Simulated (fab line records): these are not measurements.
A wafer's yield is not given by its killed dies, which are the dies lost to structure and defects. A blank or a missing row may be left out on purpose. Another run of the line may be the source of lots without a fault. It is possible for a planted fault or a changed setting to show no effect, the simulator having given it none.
fab line records + flow nandHarc
record
- lots=7
- wafers=20
- lastDay=31
route steps=1302 shown A_CHANNEL_HOLE_D1@455 END@1302
lots untouched by any fault: they come from a run of this same line in which no faults occurred
startH: hours from the record's first day to the start of the lot's first wafer shown + waitH: hours elapsed since this lot's preceding step + " unchanged from the row above + L1.1+2: several wafers, shown together as one row + - either no value or no given start + * or withheld: withheld + < > ~ a bound
route shown NAME@n: names a module that has steps shown in the file, with the first one's number in the route + usual: the fault-free wafers' mean and standard deviation + same: alike in all rows + chamber/n: place in a boat + sites: the reading at each site + _std_site: standard deviation of those values + _edge_site: mean of outer sites minus mean of inner sites + radiusMm: how far each site lies from the wafer's centre + mask NAME#n: copy n + behind: tool/chamber where the wafer was last shaped + hold: why the lot went on hold/how many hours it stayed there/how the hold came to an end + device: the transistor (n, p or np) that didn't switch + end of line: tests run on the same wafers once the route is complete + where a step has no rows: the recipe by itself + killed: not the wafer's yield, but the dies lost to structure and defects at the first sort + map: a wafer's dies, x killed, . not, _ none there
set.NAME: the run value of the setting; set.NAME@STEP: its run value at that earlier step + model.NAME: the simulator's own value behind a step, which no gauge read
lots at selected steps of the route; one table per step, one row per wafer
services: when a tool's chamber went out of use (startH, in hours from the record's first day, below 0 if earlier), for how many hours, and the reason
## steps
# step NHARC_A_CHANNEL_HOLE_D1_COAT_37
# recipe
- tempC=225
- timeS=65
# step NHARC_A_CHANNEL_HOLE_D1_COAT_04
# recipe
- spinRpm=1500
- resistThkNm=90
# step NHARC_A_CHANNEL_HOLE_D1_SOFTBAKE_05
# recipe
- tempC=105
- timeS=55
# step NHARC_A_CHANNEL_HOLE_D1_EBR_06
# step NHARC_A_CHANNEL_HOLE_D1_EXPOSE_07
# recipe
- na=1.35
- targetCdNm=100
- sigmaOuter=0.3
- doseMj=59.65
- maskId=HOLE_D1
# step NHARC_A_CHANNEL_HOLE_D1_PEB_08
# recipe
- pebTempC=100
- pebTimeS=65
# step NHARC_A_CHANNEL_HOLE_D1_DEVELOP_09
# recipe
- developTimeS=35
- devTempC=23
# step NHARC_A_CHANNEL_HOLE_D1_CD_MEAS_10
# recipe
- targetCdNm=100
- landingEnergyEv=500
# usual
- cdNm=99.9/0.41
| lot.wafer | tool     | chamber | startH | waitH | cdNm  |
|-----------|----------|---------|--------|-------|-------|
| L866.1    | cdSem-03 | 0       | 197.28 | -     | 99.6  |
| L866.3    | "        | 0       | "      | "     | 100.5 |
| L866.6    | "        | 0       | "      | "     | 100.3 |
| L870.2    | cdSem-03 | 0       | 233.12 | -     | 100.0 |
| L870.4    | "        | 0       | "      | "     | 98.8  |
| L870.6    | "        | 0       | "      | "     | 100.1 |
| L872.2    | cdSem-02 | 0       | 257.92 | -     | 99.4  |
| L872.4    | "        | 0       | "      | "     | 99.4  |
| L872.5    | "        | 0       | "      | "     | 99.3  |
| L878.1    | cdSem-02 | 0       | 326.58 | -     | 99.8  |
| L878.3    | "        | 0       | "      | "     | 99.4  |
| L878.6    | "        | 0       | "      | "     | 99.6  |
| L879.1    | cdSem-01 | 0       | 327.63 | -     | 99.3  |
| L879.3    | "        | 0       | "      | "     | 99.3  |
| L879.6    | "        | 0       | "      | "     | 100.7 |
| L880.1    | cdSem-03 | 0       | 344.82 | -     | 99.9  |
| L880.2    | "        | 0       | "      | "     | 98.7  |
| L880.5    | "        | 0       | "      | "     | 99.1  |
| L881.1    | cdSem-01 | 0       | 354.41 | -     | 100.6 |
| L881.5    | "        | 0       | "      | "     | 100.1 |
# step NHARC_A_CHANNEL_HOLE_D1_OVL_MEAS_11
# usual
- overlayXNm=-0.1/0.98
- overlayYNm=-0.1/1
| lot.wafer | tool       | chamber | startH | waitH | overlayXNm | overlayYNm |
|-----------|------------|---------|--------|-------|------------|------------|
| L866.1    | overlay-02 | -       | 197.37 | -     | 0.0        | -0.5       |
| L866.3    | "          | -       | "      | "     | 1.0        | 0.0        |
| L866.6    | "          | -       | "      | "     | 0.4        | 0.0        |
| L870.2    | overlay-01 | -       | 233.20 | -     | 0.8        | 1.2        |
| L870.4    | "          | -       | "      | "     | 1.2        | 1.4        |
| L870.6    | "          | -       | "      | "     | 0.5        | 1.3        |
| L872.2    | overlay-01 | -       | 258.01 | -     | -1.4       | 0.7        |
| L872.4    | "          | -       | "      | "     | -1.4       | 1.7        |
| L872.5    | "          | -       | "      | "     | -1.7       | 1.6        |
| L878.1    | overlay-02 | -       | 326.67 | -     | 1.2        | 0.1        |
| L878.3    | "          | -       | "      | "     | 0.7        | -0.6       |
| L878.6    | "          | -       | "      | "     | 1.0        | 0.5        |
| L879.1    | overlay-02 | -       | 327.72 | -     | -0.2       | 0.7        |
| L879.3    | "          | -       | "      | "     | -0.4       | 1.1        |
| L879.6    | "          | -       | "      | "     | -0.7       | 0.8        |
| L880.1    | overlay-01 | -       | 344.91 | -     | 0.3        | 0.8        |
| L880.2    | "          | -       | "      | "     | 0.8        | 0.9        |
| L880.5    | "          | -       | "      | "     | 1.0        | 0.6        |
| L881.1    | overlay-02 | -       | 354.50 | -     | -1.1       | 0.7        |
| L881.5    | "          | -       | "      | "     | -1.0       | 0.7        |
# step NHARC_A_CHANNEL_HOLE_D1_INSPECT_12
# usual
- rawDefectCount=5.8/2.7
| lot.wafer | tool             | chamber | startH | waitH | rawDefectCount |
|-----------|------------------|---------|--------|-------|----------------|
| L866.1    | defectInspect-02 | -       | 197.41 | 0.0   | 5              |
| L866.3    | "                | -       | "      | "     | 3              |
| L866.6    | "                | -       | "      | "     | 5              |
| L870.2    | defectInspect-02 | -       | 233.24 | 0.0   | 9              |
| L870.4    | "                | -       | "      | "     | 9              |
| L870.6    | "                | -       | "      | "     | 5              |
| L872.2    | defectInspect-02 | -       | 258.04 | 0.0   | 4              |
| L872.4    | "                | -       | "      | "     | 6              |
| L872.5    | "                | -       | "      | "     | 8              |
| L878.1    | defectInspect-02 | -       | 326.70 | 0.0   | 4              |
| L878.3    | "                | -       | "      | "     | 6              |
| L878.6    | "                | -       | "      | "     | 4              |
| L879.1    | defectInspect-02 | -       | 327.76 | 0.0   | 3              |
| L879.3    | "                | -       | "      | "     | 8              |
| L879.6    | "                | -       | "      | "     | 7              |
| L880.1    | defectInspect-01 | -       | 344.94 | 0.0   | 3              |
| L880.2    | "                | -       | "      | "     | 11             |
| L880.5    | "                | -       | "      | "     | 4              |
| L881.1    | defectInspect-01 | -       | 354.54 | 0.0   | 6              |
| L881.5    | "                | -       | "      | "     | 20             |
# step NHARC_A_CHANNEL_HOLE_D1_DESCUM_15
# recipe
- timeS=3
- o2FlowSccm=200
- arFlowSccm=0
- biasPowerW=0
- chemistry=O2
# usual
- drypumpMotorCurrentA=5.6/0.39
- oesProductAu=1.002/0.0075
- rfVppV=57.7/0.84
- showerheadPlenumPTorr=1.90/0.095
- throttleValvePct=11.311/0.0088
| lot.wafer | tool       | chamber | startH | waitH | drypumpMotorCurrentA | oesProductAu | rfHoursCounterH | rfVppV | showerheadPlenumPTorr | throttleValvePct |
|-----------|------------|---------|--------|-------|----------------------|--------------|-----------------|--------|-----------------------|------------------|
| L866.3    | rieDiel-05 | 2       | 197.47 | 0.1   | 5.7                  | 1.007        | 11              | 59.3   | 1.94                  | 11.300           |
| L866.1    | "          | 3       | "      | "     | 5.8                  | 0.987        | 11              | 58.5   | 1.90                  | 11.312           |
| L866.6    | "          | 2       | "      | "     | 5.7                  | 1.007        | -               | 57.8   | 1.94                  | 11.305           |
| L870.2    | rieDiel-06 | 3       | 233.38 | 0.1   | 5.6                  | 1.005        | 31              | 58.8   | 1.82                  | 11.321           |
| L870.4    | "          | 2       | "      | "     | 6.2                  | 1.005        | 33              | 57.3   | 2.04                  | 11.309           |
| L870.6    | "          | 3       | "      | "     | 5.7                  | 1.002        | -               | 55.8   | 1.82                  | 11.321           |
| L872.2    | rieDiel-06 | 0       | 258.12 | 0.1   | 5.2                  | 0.995        | 38              | 57.3   | 1.82                  | 11.304           |
| L872.4    | "          | 1       | "      | "     | 6.3                  | 1.012        | 40              | 57.1   | 1.84                  | 11.293           |
| L872.5    | "          | 2       | "      | "     | 6.1                  | 0.994        | -               | 58.6   | 2.04                  | 11.319           |
| L878.3    | rieDiel-05 | 0       | 326.77 | 0.1   | 4.9                  | 0.997        | 6               | 57.9   | 2.04                  | 11.327           |
| L878.1    | "          | 2       | "      | "     | 5.7                  | 0.999        | 6               | 60.2   | 1.94                  | 11.319           |
| L878.6    | "          | 1       | "      | "     | 5.2                  | 1.005        | -               | 56.9   | 1.77                  | 11.309           |
| L879.1    | rieDiel-06 | 1       | 327.82 | 0.1   | 6.3                  | 1.000        | 5               | 59.1   | 1.84                  | 11.309           |
| L879.3    | "          | 3       | "      | "     | 5.6                  | 1.018        | 5               | 58.1   | 1.81                  | 11.306           |
| L879.6    | "          | 1       | "      | "     | 6.3                  | 0.997        | -               | 58.0   | 1.84                  | 11.319           |
| L880.1    | rieDiel-05 | 2       | 345.01 | 0.1   | 5.7                  | 1.003        | 8               | 58.3   | 1.94                  | 11.319           |
| L880.2    | "          | 3       | "      | "     | 5.7                  | 0.985        | 8               | 58.8   | 1.90                  | 11.315           |
| L880.5    | "          | 2       | "      | "     | 5.7                  | 1.008        | -               | 57.8   | 1.94                  | 11.319           |
| L881.1    | rieDiel-05 | 0       | 354.60 | 0.1   | 4.9                  | 0.987        | 9               | 56.6   | 2.04                  | 11.315           |
| L881.5    | "          | 0       | "      | "     | 4.9                  | 0.990        | -               | 57.4   | 2.04                  | 11.309           |
# step NHARC_A_CHANNEL_HOLE_D1_ETCH_38
# recipe
- targetDepthA=390
- overEtchFrac=0.3
- timeS=65
- ionEnergyEv=80
- cf4FlowSccm=150
- arFlowSccm=0
- rfW=300
- biasW=100
- chemistry=CF4
# usual
- drypumpMotorCurrentA=5.6/0.39
- oesProductAu=1.001/0.0076
- rfVppV=151.2/1.3
- showerheadPlenumPTorr=1.76/0.08
- throttleValvePct=13.283/0.009
| lot.wafer | tool       | chamber | startH | waitH | drypumpMotorCurrentA | oesProductAu | rfHoursCounterH | rfVppV | showerheadPlenumPTorr | throttleValvePct |
|-----------|------------|---------|--------|-------|----------------------|--------------|-----------------|--------|-----------------------|------------------|
| L866.1    | rieDiel-05 | 2       | 197.55 | 0.1   | 5.6                  | 1.004        | 11              | 151.2  | 1.79                  | 13.279           |
| L866.3    | "          | 1       | "      | "     | 5.2                  | 0.993        | 11              | 148.8  | 1.65                  | 13.278           |
| L866.6    | "          | 3       | "      | "     | 5.8                  | 1.004        | -               | 151.3  | 1.76                  | 13.278           |
| L870.2    | rieDiel-06 | 0       | 233.47 | 0.1   | 5.3                  | 1.011        | 32              | 150.7  | 1.69                  | 13.287           |
| L870.4    | "          | 2       | "      | "     | 6.1                  | 0.999        | 33              | 153.4  | 1.88                  | 13.276           |
| L870.6    | "          | 3       | "      | "     | 5.7                  | 1.008        | -               | 150.1  | 1.69                  | 13.274           |
| L872.2    | rieDiel-06 | 3       | 258.19 | 0.1   | 5.6                  | 1.008        | 36              | 148.8  | 1.69                  | 13.275           |
| L872.4    | "          | 2       | "      | "     | 6.2                  | 0.995        | 39              | 153.4  | 1.88                  | 13.302           |
| L872.5    | "          | 3       | "      | "     | 5.6                  | 1.011        | -               | 151.1  | 1.69                  | 13.276           |
| L878.1    | rieDiel-05 | 2       | 326.85 | 0.1   | 5.7                  | 1.000        | 6               | 151.1  | 1.79                  | 13.285           |
| L878.3    | "          | 3       | "      | "     | 5.8                  | 1.000        | 7               | 151.5  | 1.75                  | 13.282           |
| L878.6    | "          | 2       | "      | "     | 5.7                  | 1.000        | -               | 151.8  | 1.79                  | 13.282           |
| L879.1    | rieDiel-06 | 1       | 327.91 | 0.1   | 6.3                  | 0.994        | 5               | 151.0  | 1.70                  | 13.288           |
| L879.3    | "          | 2       | "      | "     | 6.2                  | 0.989        | 5               | 152.8  | 1.87                  | 13.279           |
| L879.6    | "          | 0       | "      | "     | 5.2                  | 0.997        | -               | 149.5  | 1.68                  | 13.292           |
| L880.1    | rieDiel-05 | 1       | 345.10 | 0.1   | 5.2                  | 1.004        | 7               | 150.1  | 1.64                  | 13.288           |
| L880.2    | "          | 3       | "      | "     | 5.8                  | 0.994        | 8               | 150.9  | 1.75                  | 13.270           |
| L880.5    | "          | 0       | "      | "     | 4.9                  | 0.997        | -               | 153.1  | 1.88                  | 13.283           |
| L881.1    | rieDiel-05 | 0       | 354.68 | 0.1   | 5.0                  | 0.983        | 9               | 152.4  | 1.88                  | 13.276           |
| L881.5    | "          | 1       | "      | "     | 5.2                  | 1.007        | -               | 149.7  | 1.64                  | 13.278           |
# step NHARC_A_CHANNEL_HOLE_D1_ETCH_39
# recipe
- targetDepthA=2600
- overEtchFrac=0.3
- timeS=325
- ionEnergyEv=200
- n2FlowSccm=150
- h2FlowSccm=150
- arFlowSccm=0
- rfW=400
- biasW=150
- chemistry=N2/H2
# usual
- drypumpMotorCurrentA=5.6/0.39
- h2FlowSccm=150.0/0.49
- oesProductAu=1.002/0.0071
- rfVppV=430.2/3
- showerheadPlenumPTorr=2.03/0.1
- throttleValvePct=14.173/0.0081
| lot.wafer | tool       | chamber | startH | waitH | drypumpMotorCurrentA | h2FlowSccm | oesProductAu | rfHoursCounterH | rfVppV | showerheadPlenumPTorr | throttleValvePct |
|-----------|------------|---------|--------|-------|----------------------|------------|--------------|-----------------|--------|-----------------------|------------------|
| L866.3    | rieDiel-05 | 2       | 197.65 | -     | 5.7                  | 149.9      | 1.009        | 11              | 432.3  | 2.07                  | 14.176           |
| L866.1    | "          | 1       | "      | "     | 5.2                  | 150.0      | 0.996        | 11              | 426.0  | 1.88                  | 14.165           |
| L866.6    | "          | 3       | "      | "     | 5.7                  | 150.1      | 0.996        | -               | 429.9  | 2.02                  | 14.157           |
| L870.4    | rieDiel-06 | 0       | 233.73 | -     | 5.2                  | 149.6      | 0.995        | 32              | 426.4  | 1.94                  | 14.166           |
| L870.2    | "          | 2       | "      | "     | 6.2                  | 150.6      | 1.001        | 33              | 433.7  | 2.18                  | 14.164           |
| L870.6    | "          | 0       | "      | "     | 5.2                  | 149.6      | 0.999        | -               | 426.8  | 1.94                  | 14.174           |
| L872.2    | rieDiel-06 | 1       | 258.28 | -     | 6.3                  | 149.8      | 1.005        | 40              | 428.3  | 1.96                  | 14.165           |
| L872.4    | "          | 0       | "      | "     | 5.3                  | 150.4      | 0.992        | 38              | 427.7  | 1.94                  | 14.171           |
| L872.5    | "          | 1       | "      | "     | 6.3                  | 150.1      | 1.010        | -               | 428.6  | 1.96                  | 14.189           |
| L878.3    | rieDiel-05 | 3       | 326.99 | -     | 5.8                  | 149.8      | 1.308        | 7               | 430.5  | 2.02                  | 14.161           |
| L878.1    | "          | 0       | "      | "     | 4.9                  | 150.0      | 1.298        | 7               | 433.3  | 2.18                  | 14.161           |
| L878.6    | "          | 2       | "      | "     | 5.7                  | 149.4      | 1.021        | -               | 431.7  | 2.07                  | 14.176           |
| L879.3    | rieDiel-06 | 1       | 327.99 | -     | 6.3                  | 150.0      | 1.000        | 5               | 427.9  | 1.96                  | 14.178           |
| L879.1    | "          | 2       | "      | "     | 6.1                  | 149.8      | 0.999        | 5               | 434.0  | 2.17                  | 14.170           |
| L879.6    | "          | 2       | "      | "     | 6.1                  | 149.9      | 1.005        | -               | 434.3  | 2.17                  | 14.178           |
| L880.2    | rieDiel-05 | 0       | 345.21 | -     | 4.9                  | 150.7      | 0.998        | 8               | 433.9  | 2.18                  | 14.176           |
| L880.1    | "          | 2       | "      | "     | 5.7                  | 150.6      | 1.303        | 8               | 432.0  | 2.07                  | 14.179           |
| L880.5    | "          | 3       | "      | "     | 5.8                  | 149.5      | 0.992        | -               | 430.7  | 2.02                  | 14.169           |
| L881.1    | rieDiel-05 | 1       | 354.85 | -     | 5.2                  | 150.0      | 1.321        | 8               | 425.6  | 1.88                  | 14.183           |
| L881.5    | "          | 2       | "      | "     | 5.7                  | 150.8      | 1.001        | -               | 431.2  | 2.07                  | 14.186           |
# step NHARC_A_CHANNEL_HOLE_D1_ETCH_34
# recipe
- targetDepthA=1540
- timeS=77
- cf4FlowSccm=100
- chf3FlowSccm=30
- arFlowSccm=0
- rfW=500
- biasW=200
- chemistry=CF4/CHF3
# usual
- drypumpMotorCurrentA=5.6/0.39
- oesProductAu=0.949/0.023
- rfVppV=370.3/2.5
- showerheadPlenumPTorr=1.57/0.072
- throttleValvePct=16.802/0.0092
| lot.wafer | tool       | chamber | startH | waitH | drypumpMotorCurrentA | oesProductAu | rfHoursCounterH | rfVppV | showerheadPlenumPTorr | throttleValvePct |
|-----------|------------|---------|--------|-------|----------------------|--------------|-----------------|--------|-----------------------|------------------|
| L866.1    | rieDiel-05 | 2       | -      | -     | 5.7                  | 0.964        | 11              | 372.4  | 1.60                  | 16.804           |
| L866.3    | "          | 0       | "      | "     | 5.0                  | 0.993        | 10              | 375.8  | 1.67                  | 16.806           |
| L866.6    | "          | 1       | "      | "     | 5.2                  | 0.986        | -               | 367.5  | 1.46                  | 16.807           |
| L870.4    | rieDiel-06 | 0       | -      | -     | 5.2                  | 0.958        | 32              | 366.9  | 1.50                  | 16.799           |
| L870.2    | "          | 1       | "      | "     | 6.3                  | 0.997        | 34              | 369.4  | 1.52                  | 16.785           |
| L870.6    | "          | 2       | "      | "     | 6.2                  | 0.982        | -               | 372.1  | 1.67                  | 16.799           |
| L872.4    | rieDiel-06 | 1       | -      | -     | 6.3                  | 0.980        | 41              | 368.7  | 1.52                  | 16.804           |
| L872.2    | "          | 0       | "      | "     | 5.2                  | 0.969        | 38              | 368.2  | 1.50                  | 16.809           |
| L872.5    | "          | 2       | "      | "     | 6.2                  | 0.955        | -               | 373.1  | 1.67                  | 16.794           |
| L878.3    | rieDiel-05 | 3       | -      | -     | 5.7                  | 0.920        | 7               | 370.5  | 1.56                  | 16.790           |
| L878.1    | "          | 1       | "      | "     | 5.2                  | 0.928        | 6               | 366.9  | 1.46                  | 16.812           |
| L878.6    | "          | 3       | "      | "     | 5.8                  | 0.929        | -               | 371.3  | 1.56                  | 16.804           |
| L879.3    | rieDiel-06 | 0       | -      | -     | 5.2                  | 0.970        | 5               | 366.5  | 1.50                  | 16.810           |
| L879.1    | "          | 3       | "      | "     | 5.7                  | 0.991        | 5               | 369.0  | 1.49                  | 16.812           |
| L879.6    | "          | 0       | "      | "     | 5.2                  | 0.973        | -               | 368.5  | 1.50                  | 16.808           |
| L880.1    | rieDiel-05 | 2       | -      | -     | 5.7                  | 0.959        | 8               | 371.8  | 1.59                  | 16.808           |
| L880.2    | "          | 0       | "      | "     | 5.0                  | 0.976        | 8               | 372.6  | 1.67                  | 16.804           |
| L880.5    | "          | 2       | "      | "     | 5.7                  | 0.961        | -               | 369.2  | 1.59                  | 16.807           |
| L881.1    | rieDiel-05 | 0       | -      | -     | 4.9                  | 0.925        | 9               | 375.3  | 1.67                  | 16.810           |
| L881.5    | "          | 1       | "      | "     | 5.2                  | 0.928        | -               | 366.6  | 1.46                  | 16.803           |
# step NHARC_END_SORT_01
# recipe
- tempC=25
# usual
- killedAtArray=52/19
- killedAtOther=0.8/1
- killedAtPeriphery=3.7/2.5
- killedDies=56/19
- killedOpen=3.5/2
- killedShort=2.2/1.4
# same
- grossDies=677
| lot.wafer | tool      | chamber | startH | waitH | killedAtArray | killedAtOther | killedAtPeriphery | killedDies | killedOpen | killedShort |
|-----------|-----------|---------|--------|-------|---------------|---------------|-------------------|------------|------------|-------------|
| L870.2    | prober-01 | 0       | 606.02 | 2.8   | 57            | 2             | 6                 | 65         | 1          | 4           |
| L870.4    | prober-01 | 0       | 607.60 | 3.4   | 52            | 4             | 5                 | 61         | 2          | 2           |
| L870.6    | prober-01 | 0       | 609.19 | 4.0   | 53            | 1             | 5                 | 59         | 4          | 1           |
| L872.2    | prober-02 | 0       | 631.44 | 2.8   | 54            | 1             | 3                 | 58         | 5          | 0           |
| L872.4    | prober-02 | 0       | 633.03 | 3.4   | 60            | 0             | 3                 | 63         | 3          | 2           |
| L872.5    | prober-02 | 0       | 633.83 | 3.7   | 43            | 1             | 3                 | 47         | 3          | 5           |
| L879.1    | prober-02 | 0       | 704.61 | 2.5   | 65            | 1             | 4                 | 70         | 4          | 4           |
| L879.3    | prober-02 | 0       | 706.22 | 3.1   | 76            | 2             | 3                 | 81         | 7          | 2           |
| L879.6    | prober-02 | 0       | 708.62 | 4.0   | 66            | 2             | 5                 | 73         | 4          | 1           |
# killed by level:class
L870.2 A_SLIT:chamberFilmFlake=30 A_CHANNEL_HOLE_D2:chamberFilmFlake=12 A_CHANNEL_HOLE_D1:chamberFilmFlake=6 P_M2:chamberFilmFlake=5 A_ONON_D1:geometricParticle:short=2 THIN_TSV:chamberFilmFlake=2 P_STI:geometricParticle:short=1 A_SOURCE_PLATE:geometricParticle:short=1
L870.4 A_SLIT:chamberFilmFlake=29 A_CHANNEL_HOLE_D2:chamberFilmFlake=15 P_M2:chamberFilmFlake=3 THIN_TSV:chamberFilmFlake=3 A_CHANNEL_HOLE_D1:chamberFilmFlake=2 A_CONTACT:chamberFilmFlake=2 P_M0:geometricParticle:open=1 A_DECK1_JOINT:geometricParticle:short=1
L870.6 A_SLIT:chamberFilmFlake=32 A_CHANNEL_HOLE_D1:chamberFilmFlake=8 P_M2:chamberFilmFlake=3 A_CHANNEL_HOLE_D2:chamberFilmFlake=3 A_STAIRCASE:chamberFilmFlake=3 A_DECK1_JOINT:chamberFilmFlake=2 A_CONTACT:chamberFilmFlake=2 P_GATE:geometricParticle:open=1
L872.2 A_CHANNEL_HOLE_D1:chamberFilmFlake=32 A_CHANNEL_HOLE_D2:chamberFilmFlake=9 A_CONTACT:chamberFilmFlake=6 P_GATE:chamberFilmFlake=2 A_SLIT:chamberFilmFlake=2 P_CONTACT:geometricParticle:open=1 A_ONON_D1:geometricParticle:open=1 A_CHANNEL_HOLE_D1:geometricParticle:open=1
L872.4 A_CHANNEL_HOLE_D1:chamberFilmFlake=28 A_CHANNEL_HOLE_D2:chamberFilmFlake=13 A_STAIRCASE:chamberFilmFlake=5 A_CHANNEL_FILL_D1:chamberFilmFlake=3 A_CONTACT:chamberFilmFlake=3 A_WL_FILL:chamberFilmFlake=2 A_CHANNEL_FILL_D1:geometricParticle:open=1 A_DECK1_JOINT:geometricParticle:open=1
L872.5 A_CHANNEL_HOLE_D2:chamberFilmFlake=18 A_CHANNEL_HOLE_D1:chamberFilmFlake=16 A_STAIRCASE:chamberFilmFlake=3 A_BLC:geometricParticle:short=2 P_ZERO_WELL:geometricParticle:open=1 P_CONTACT:geometricParticle:open=1 A_ONON_D1:geometricParticle:open=1 A_CHANNEL_HOLE_D1:geometricParticle:short=1
L879.1 A_CHANNEL_HOLE_D2:chamberFilmFlake=24 A_CHANNEL_HOLE_D1:chamberFilmFlake=16 A_SLIT:chamberFilmFlake=8 A_STAIRCASE:chamberFilmFlake=6 P_GATE:chamberFilmFlake=2 A_CONTACT:chamberFilmFlake=2 A_SOURCE_PLATE:geometricParticle:open=1 A_SOURCE_PLATE:geometricParticle:short=1
L879.3 A_CHANNEL_HOLE_D1:chamberFilmFlake=32 A_CHANNEL_HOLE_D2:chamberFilmFlake=22 A_STAIRCASE:chamberFilmFlake=7 A_CONTACT:chamberFilmFlake=5 A_BONDPAD:chamberFilmFlake=2 P_M0:geometricParticle:open=1 P_M0:geometricParticle:short=1 A_SOURCE_PLATE:geometricParticle:open=1
L879.6 A_CHANNEL_HOLE_D1:chamberFilmFlake=34 A_CHANNEL_HOLE_D2:chamberFilmFlake=17 A_STAIRCASE:chamberFilmFlake=7 P_GATE:chamberFilmFlake=2 A_CONTACT:chamberFilmFlake=2 THIN_TSV:chamberFilmFlake=2 P_CONTACT:geometricParticle:open=1 P_CONTACT:geometricParticle:short=1
## services
| tool       | chamber | startH | hours | kind      |
|------------|---------|--------|-------|-----------|
| rieDiel-05 | 0       | 184.20 | -     | clean     |
| rieDiel-05 | 1       | 184.20 | -     | clean     |
| rieDiel-05 | 2       | 184.20 | -     | clean     |
| rieDiel-05 | 3       | 184.20 | -     | clean     |
| rieDiel-05 | 0       | 208.70 | -     | clean     |
| rieDiel-05 | 1       | 208.70 | -     | clean     |
| rieDiel-05 | 2       | 208.70 | -     | clean     |
| rieDiel-05 | 3       | 208.70 | -     | clean     |
| rieDiel-05 | 1       | 217.61 | 2.8   | repair    |
| rieDiel-05 | -       | 229.66 | 9.0   | pm        |
| rieDiel-05 | 0       | 229.66 | 9.0   | ventCycle |
| rieDiel-05 | 1       | 229.66 | 9.0   | ventCycle |
| rieDiel-05 | 2       | 229.66 | 9.0   | ventCycle |
| rieDiel-05 | 3       | 229.66 | 9.0   | ventCycle |
| rieDiel-05 | 0       | 238.66 | -     | clean     |
| rieDiel-05 | 1       | 238.66 | -     | clean     |
| rieDiel-05 | 2       | 238.66 | -     | clean     |
| rieDiel-05 | 3       | 238.66 | -     | clean     |
| rieDiel-05 | -       | 240.70 | 0.8   | repair    |
| rieDiel-06 | 1       | 260.18 | 18.7  | repair    |
| rieDiel-06 | -       | 260.32 | 0.3   | repair    |
| rieDiel-05 | 0       | 263.18 | -     | clean     |
| rieDiel-05 | 1       | 263.18 | -     | clean     |
| rieDiel-06 | -       | 307.20 | 9.0   | pm        |
## key
firstSign
- step=NHARC_A_CHANNEL_HOLE_D1_ETCH_39
- reading=oesProductAu
- direction=up
- sigmas=43
- usual=1.002
- struck=1.308
effect none on later readings
metAt NHARC_A_CHANNEL_HOLE_D1_ETCH_39
struckWafers L878.1,L878.3,L880.1,L881.1
testerLeftOut L878,L880,L881
onsetBetween 197.65 326.99
fault
- kind=processParameterDrift
- tool=rieDiel-05
- chamber=-
- onsetH=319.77
- steps=NHARC_A_CHANNEL_HOLE_D1_ETCH_39
- channel=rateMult
- offset=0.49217
- shape=step
- endH=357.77
- scope=struckWafersOnly
# testerLeftOut: of these lots the tester's yield and bins aren't shown, on N5 and GAA mostly nor the transistor test; their killed dies are dies lost to structure and defects alone, not to doping, threshold or leakage, so they don't give the yield
